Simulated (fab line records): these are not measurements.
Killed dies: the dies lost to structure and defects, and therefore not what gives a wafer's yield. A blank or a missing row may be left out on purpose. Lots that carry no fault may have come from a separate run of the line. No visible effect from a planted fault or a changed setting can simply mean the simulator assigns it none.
Matching of chambers :: flow n5 finfet :: pecvd-03 running N5_BEOL_M6_PECVD_70: 3 sister chambers
The step deposits SiO2 from TEOS/O2, target thk 20 nm, time 22.7 s. 6 wafers are shown with their chamber, then 8 later ones without.

## WAFERS WITH THEIR CHAMBER
wafer: L084.4
chamber: 1
throttle valve pct (%): 24.9
heater power w (W): 681

wafer: L084.5
chamber: 0
throttle valve pct (%): 23.8
heater power w (W): 535

wafer: L092.2
chamber: 1
throttle valve pct (%): 24.6
heater power w (W): 683

wafer: L092.3
chamber: 0
throttle valve pct (%): 24.1
heater power w (W): 587

wafer: L092.5
chamber: 2
throttle valve pct (%): 22.8
heater power w (W): 868

wafer: L093.1
chamber: 2
throttle valve pct (%): 22.3
heater power w (W): 893

## WAFERS WITHOUT THEIR CHAMBER
wafer: L093.4
throttle valve pct (%): 24.7
heater power w (W): 612

wafer: L093.6
throttle valve pct (%): 23.9
heater power w (W): 583

wafer: L095.2
throttle valve pct (%): 23.8
heater power w (W): 613

wafer: L095.3
throttle valve pct (%): 24.8
heater power w (W): 675

wafer: L095.4
throttle valve pct (%): 24.8
heater power w (W): 685

wafer: L096.3
throttle valve pct (%): 24.8
heater power w (W): 681

wafer: L096.4
throttle valve pct (%): 25.1
heater power w (W): 699

wafer: L096.5
throttle valve pct (%): 22.7
heater power w (W): 811

## WHICH CHAMBER EACH ONE RAN IN
wafer: L093.4
from the rows above: can't be placed: 1 or 0
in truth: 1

wafer: L093.6
from the rows above: 0
in truth: 0

wafer: L095.2
from the rows above: 0
in truth: 0

wafer: L095.3
from the rows above: 1
in truth: 1

wafer: L095.4
from the rows above: 1
in truth: 1

wafer: L096.3
from the rows above: 1
in truth: 1

wafer: L096.4
from the rows above: 1
in truth: 1

wafer: L096.5
from the rows above: 2
in truth: 2
7 of 8 placed correctly. Unplaceable from these rows: 1, with the true chamber sitting among the candidates in 1. Placed wrongly: 0.
How it was worked out, from the rows above alone: a wafer's distance from a chamber is the root of the sum, over the readings, of the square of ((its reading less the chamber's mean) divided by the reading's scatter). The wafer belongs to the nearest chamber; if the next one is less than 2 further off, it can't be placed. For every chamber, the mean is computed from those of its wafers that are shown. The scatter: take each reading less its chamber's mean, square it, sum over the shown wafers, divide by the number of wafers less the number of chambers, and take the root.
